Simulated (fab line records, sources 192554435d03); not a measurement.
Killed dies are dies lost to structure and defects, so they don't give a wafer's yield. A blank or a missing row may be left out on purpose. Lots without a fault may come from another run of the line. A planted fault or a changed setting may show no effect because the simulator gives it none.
Problem report in the 8D (eight disciplines) form, filled by code | flow n5_finfet | the parts of the form that need people (team, actions taken, sign-off) are left out

1. THE PROBLEM
bias_w at N5_BEOL_M0_ETCH_109 reads a mean of 62.86 W on 1 wafer of 1 lot; wafers without a fault read 75.00 W with a standard deviation of 0.22. That is -55 standard deviations from the usual mean.
The step: etches SiCN in CH3F/O2, target depth 8 nm, overetch 2.4 nm, time 27.4 s.
First seen on wafer L992.4, day 8 15:07, on rie_diel-05. The record holds 27 wafers of 9 lots with a number at this step. Rule for "out", or "out of limits": more than 4 standard deviations from the usual mean. The other wafers with a number count as sound.

2. WHAT IT IS AND WHAT IT IS NOT
question                    | is               | is not
which readings at this step | bias_w, rf_vpp_V | drypump_motor_current_A, oes_product_au, showerhead_plenum_p_Torr, throttle_valve_pct
which lots                  | L992             | L102, L982, L985, L986, L989, L995, L996, L999
which wafers of those lots  | L992.4           | L992.2, L992.5
read on which tools         | rie_diel-05      | rie_diel-01, rie_diel-04
when                        | from day 8 15:07 | up to then (14 sound wafers); but 12 sound wafers of L102, L995, L996, L999 came after

3. SUSPECTS, AND WHAT RULES EACH OUT
Counting: a tool at a process step up to the reading stays a suspect if it ran every lot that is out. Sound lots after the first of them don't rule it out here, since some wafers of a struck lot are sound.
- rie_diel-03 at N5_BEOL_M0_SAQP_ETCH_49 (etches SiO2 in CF4/O2, target depth 37 nm): kept. It ran the lot that is out, L992 (day 8 08:11); its last sound lot up to then is L989 (day 7 20:04).
- rie_diel-05 at N5_BEOL_M0_ETCH_109 (etches SiCN in CH3F/O2, target depth 8 nm, overetch 2.4 nm, time 27.4 s): kept. It ran the lot that is out, L992 (day 8 15:07); its last sound lot up to then is L989 (day 8 01:37). Its own readings are out on those wafers: bias_w, rf_vpp_V.
- Within rie_diel-05 at N5_BEOL_M0_ETCH_109: the wafers that are out ran in chamber 3; their sound lot-mates ran in chambers 0, 1.
Left after counting: rie_diel-03 at N5_BEOL_M0_SAQP_ETCH_49, rie_diel-05 at N5_BEOL_M0_ETCH_109.

4. THE CAUSE (what the simulator had put in)
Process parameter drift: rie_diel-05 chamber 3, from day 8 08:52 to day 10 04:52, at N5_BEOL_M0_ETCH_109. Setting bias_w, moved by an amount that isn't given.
Counting left 2 suspects, and this tool is among them.

5. THE CHAIN OF EFFECTS, in route order
Each row: a reading whose mean over the struck wafers that have a number lies more than 3 standard deviations from the usual. Only readings for which the record gives a usual standard deviation are gone through. hours: the time from each lot's start at the first step in this table that gives one to its start at this step, as a median over the lots. sigmas: the change in usual standard deviations.
hours | step                | reading  | usual   | on struck wafers | change | sigmas
0     | N5_BEOL_M0_ETCH_109 | bias_w   | 75.00 W | 62.86            | -12.14 | -55
0     | N5_BEOL_M0_ETCH_109 | rf_vpp_V | 297.2 V | 265.0            | -32.2  | -23
The process steps in it:
- N5_BEOL_M0_ETCH_109: etches SiCN in CH3F/O2, target depth 8 nm, overetch 2.4 nm, time 27.4 s.
Later measuring or inspecting steps at which every struck wafer that the step has a row for has a number for every such reading, and none has moved that far: N5_BEOL_M4_RC_MEAS_101.

6. WHAT WOULD HAVE CAUGHT IT SOONER
In this record the first reading out of limits was taken at day 8 15:07, 6 hours after the fault began at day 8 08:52.
